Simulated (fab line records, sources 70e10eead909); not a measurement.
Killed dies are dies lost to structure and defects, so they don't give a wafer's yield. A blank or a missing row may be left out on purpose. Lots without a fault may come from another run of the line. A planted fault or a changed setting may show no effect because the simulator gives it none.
Chamber matching | flow nand_harc | NHARC_A_BLC_DESCUM_15 on rie_diel-04: 4 sister chambers
The step chemistry O2, time 3 s. 8 wafers are shown with their chamber, then 8 later ones without.

WAFERS WITH THEIR CHAMBER
wafer  | chamber | drypump_motor_current_A (A) | oes_product_au (a.u.)
L449.4 | 3       | 5.3                         | 0.999
L450.1 | 2       | 4.9                         | 1.018
L450.2 | 0       | 6.1                         | 1.004
L450.4 | 3       | 5.4                         | 0.990
L457.1 | 2       | 4.8                         | 1.007
L457.5 | 1       | 5.3                         | 0.981
L457.6 | 0       | 6.0                         | 1.010
L459.2 | 1       | 5.2                         | 0.981

WAFERS WITHOUT THEIR CHAMBER
wafer  | drypump_motor_current_A (A) | oes_product_au (a.u.)
L459.5 | 5.3                         | 1.020
L459.6 | 4.8                         | 1.013
L463.1 | 5.3                         | 1.017
L463.2 | 4.8                         | 1.006
L463.6 | 5.3                         | 1.020
L466.1 | 5.2                         | 0.977
L466.4 | 6.0                         | 0.994
L466.5 | 4.9                         | 0.999

WHICH CHAMBER EACH WENT THROUGH
wafer  | from the rows above     | in truth
L459.5 | can't be placed: 3 or 2 | 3
L459.6 | 2                       | 2
L463.1 | 3                       | 3
L463.2 | 2                       | 2
L463.6 | can't be placed: 3 or 2 | 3
L466.1 | 1                       | 1
L466.4 | 0                       | 0
L466.5 | 2                       | 2
Placed correctly: 6 of 8. Can't be placed from these rows: 2 (the true chamber is among the candidates in 2). Placed wrongly: 0.
How it was worked out, from the rows above alone: a wafer's distance from a chamber is the root of the sum, over the readings, of the square of ((its reading less the chamber's mean) divided by the reading's scatter). The wafer belongs to the nearest chamber; if the next one is less than 2 further off, it can't be placed. A chamber's mean is the mean of its shown wafers. The scatter: the root of (the sum of the squares of (reading less its chamber's mean) over the shown wafers, divided by (wafers less chambers)).
